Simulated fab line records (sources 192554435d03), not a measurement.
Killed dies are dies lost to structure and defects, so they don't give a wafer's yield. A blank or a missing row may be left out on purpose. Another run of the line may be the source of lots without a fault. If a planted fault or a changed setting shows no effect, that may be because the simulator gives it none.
Split-lot experiment	flow n5Finfet	21 wafers read across 7 lots, on a route 1938 steps long

== SPLIT DETAILS ==
At N5_BEOL_M4_ETCH_64 (etches SOC in N2/H2, target depth 75 nm, overetch 22.5 nm, time 121.9 s), the setting biasW was moved away from the recipe's 150 W on 12 of the 21 wafers read, by -12.3% to +6.9%. For the rest of the wafers, this setting stayed at what the recipe calls for.

The split's own step is where the reading is taken.

== THE READING ==
rfVppV, in V, at N5_BEOL_M4_ETCH_64 (etches SOC in N2/H2, target depth 75 nm, overetch 22.5 nm, time 121.9 s). Fault-free wafers of this fab line usually give 523.2 V, standard deviation 2.7 V.

wafer	tool, chamber at the split	biasW as run, W	against the recipe	rfVppV, V	against lot-mates on the recipe
L079.2	rieDiel-05, 2	150	recipe	523.2	-
L079.3	rieDiel-05, 3	131.6	-12.3%	483.4	-39.8
L079.4	rieDiel-05, 2	131.6	-12.3%	482.6	-40.6
L080.1	rieDiel-02, 3	150	recipe	521.9	-
L080.2	rieDiel-02, 1	158.3	+5.5%	544.0	+22.1
L080.4	rieDiel-02, 1	158.3	+5.5%	544.3	+22.4
L085.2	rieDiel-02, 2	160.1	+6.7%	546.1	no lot-mate on the recipe
L085.4	rieDiel-02, 0	160.1	+6.7%	539.1	no lot-mate on the recipe
L085.6	rieDiel-02, 0	160.1	+6.7%	539.9	no lot-mate on the recipe
L093.2	rieDiel-05, 3	150	recipe	526.9	-
L093.3	rieDiel-05, 2	150	recipe	523.0	-
L093.4	rieDiel-05, 2	137.5	-8.3%	495.3	-29.7
L094.2	rieDiel-03, 3	150	recipe	522.2	-
L094.5	rieDiel-03, 1	150	recipe	522.8	-
L094.6	rieDiel-03, 0	150	recipe	523.2	-
L095.2	rieDiel-02, 0	150	recipe	517.1	-
L095.4	rieDiel-02, 3	135.5	-9.7%	489.7	-27.4
L095.5	rieDiel-02, 0	135.5	-9.7%	485.4	-31.7
L097.1	rieDiel-02, 2	160.4	+6.9%	544.5	+22.9
L097.3	rieDiel-02, 3	150	recipe	521.6	-
L097.6	rieDiel-02, 1	160.4	+6.9%	547.4	+25.8

FIT RESULTS
A straight line over all 21 wafers: rfVppV changes by +3.32 V for each +1% of biasW; r = +0.99; the points scatter about the line by 2.9 V.
The same after taking each lot's own level away (the mean of its wafers on the recipe; 18 wafers): +3.38 V for each +1%; r = +1.00; scatter 1.9 V.
The reading moves by 41 V for the largest change in biasW, on that fit.
Measured against the standard deviation above, the lots' own levels, which go from 517.10 to 524.95 V, span 2.9 times it.
So the lot-to-lot level changes the slope little: the two slopes agree.
Check: for one of the wafers moved furthest among these (-12.3%), held out of the fit, the line's prediction against its lot-mates is -40.7 V. It came out at -39.8 V against them.
Tool readings at the split's step, against how far the setting was moved: rfVppV r = +0.99.

== FURTHER SPLITS ON THESE WAFERS ==
Other splits were also applied to these wafers ahead of the reading. Each is held against what the fit with the lots' levels taken away leaves over:
other split on the same wafers	wafers away from the commonest value	r with rfVppV (lot level and that fit taken away)
N5_MOL_CONTACT_COAG_PECVD_31 tempC	4	-0.15
N5_BEOL_M1_EXPOSE_25 doseMj	6	-0.22
N5_BEOL_M2_TRENCH_ETCH_37 biasW	3	-0.51
N5_BEOL_M3_COAT_67 spinRpm	11	+0.09
N5_BEOL_M3_EXPOSE_25 doseMj	6	+0.20

== THE WHOLE CHAIN: every reading that the file lists as answering this split, in the file's order ==
step	what it does	reading	change (the file's fit)	r (the file's)
N5_BEOL_M4_ETCH_64	etches SOC in N2/H2, target depth 75 nm, overetch 22.5 nm, time 121.9 s	rfVppV	+3.36 V for each +1% of the setting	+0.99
N5_BEOL_M4_ETCH_64	etches SOC in N2/H2, target depth 75 nm, overetch 22.5 nm, time 121.9 s	SiARC_of_BEOL_M4_COAT_62.thkNm (the simulator's own value, which no gauge read)	-0.0702 nm for each +1% of the setting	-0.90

== THE FILE'S OWN FIT ==
rfVppV changes by +3.36 V for each +1% of biasW, r = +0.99.
